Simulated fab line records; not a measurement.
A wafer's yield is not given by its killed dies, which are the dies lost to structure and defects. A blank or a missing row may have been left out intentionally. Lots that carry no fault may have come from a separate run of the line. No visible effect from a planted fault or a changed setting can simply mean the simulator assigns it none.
Chamber matching / flow nandHarc / 3 sister chambers for NHARC_P_M0_PRE_CLEAN_31 on pecvd-04
The step time 12 s. 16 wafers are shown with their chamber, then 8 later ones without.

== WAFERS PAIRED WITH THEIR CHAMBERS ==
wafer=L074.3; chamber=0; heaterPowerW (W)=556
wafer=L074.4; chamber=2; heaterPowerW (W)=660
wafer=L074.5; chamber=1; heaterPowerW (W)=570
wafer=L076.1; chamber=1; heaterPowerW (W)=518
wafer=L076.3; chamber=2; heaterPowerW (W)=715
wafer=L076.4; chamber=0; heaterPowerW (W)=618
wafer=L080.2; chamber=0; heaterPowerW (W)=630
wafer=L080.3; chamber=2; heaterPowerW (W)=715
wafer=L080.5; chamber=2; heaterPowerW (W)=723
wafer=L087.2; chamber=0; heaterPowerW (W)=606
wafer=L087.4; chamber=1; heaterPowerW (W)=598
wafer=L087.6; chamber=2; heaterPowerW (W)=615
wafer=L088.1; chamber=0; heaterPowerW (W)=657
wafer=L088.2; chamber=1; heaterPowerW (W)=507
wafer=L088.5; chamber=2; heaterPowerW (W)=622
wafer=L092.1; chamber=0; heaterPowerW (W)=617

SIGNATURES (means of the wafers above)
reading=heaterPowerW; chamber 0=614.00; chamber 1=548.25; chamber 2=675.00; scatter within a chamber=42.3
Rule: for each reading, subtract the chamber's mean from the wafer's reading, divide by that reading's scatter and square the result; add these up over the readings and take the root, which gives the wafer's distance from the chamber. The wafer belongs to the nearest chamber; if the next one is less than 2 further off, it can't be placed. The scatter: the root of (the sum of the squares of (reading less its chamber's mean) over the shown wafers, divided by (wafers less chambers)).

== WAFERS WITH NO CHAMBER GIVEN ==
wafer=L092.3; heaterPowerW (W)=597
wafer=L092.4; heaterPowerW (W)=607
wafer=L092.2; heaterPowerW (W)=724
wafer=L092.5; heaterPowerW (W)=582
wafer=L092.6; heaterPowerW (W)=730
wafer=L097.2; heaterPowerW (W)=636
wafer=L097.4; heaterPowerW (W)=639
wafer=L097.6; heaterPowerW (W)=524

== CHAMBER TAKEN BY EACH ==
wafer=L092.3; from the rows above=can't be placed: 0 or 1 or 2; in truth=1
wafer=L092.4; from the rows above=can't be placed: 0 or 1 or 2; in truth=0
wafer=L092.2; from the rows above=can't be placed: 2 or 0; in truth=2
wafer=L092.5; from the rows above=can't be placed: 0 or 1 or 2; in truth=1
wafer=L092.6; from the rows above=can't be placed: 2 or 0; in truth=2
wafer=L097.2; from the rows above=can't be placed: 0 or 2 or 1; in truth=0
wafer=L097.4; from the rows above=can't be placed: 0 or 2 or 1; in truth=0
wafer=L097.6; from the rows above=can't be placed: 1 or 0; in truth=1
Correct placement for 0 of the 8. Cannot be placed on the basis of these rows: 8; the candidates contain the true chamber in 8. 0 placed wrongly.
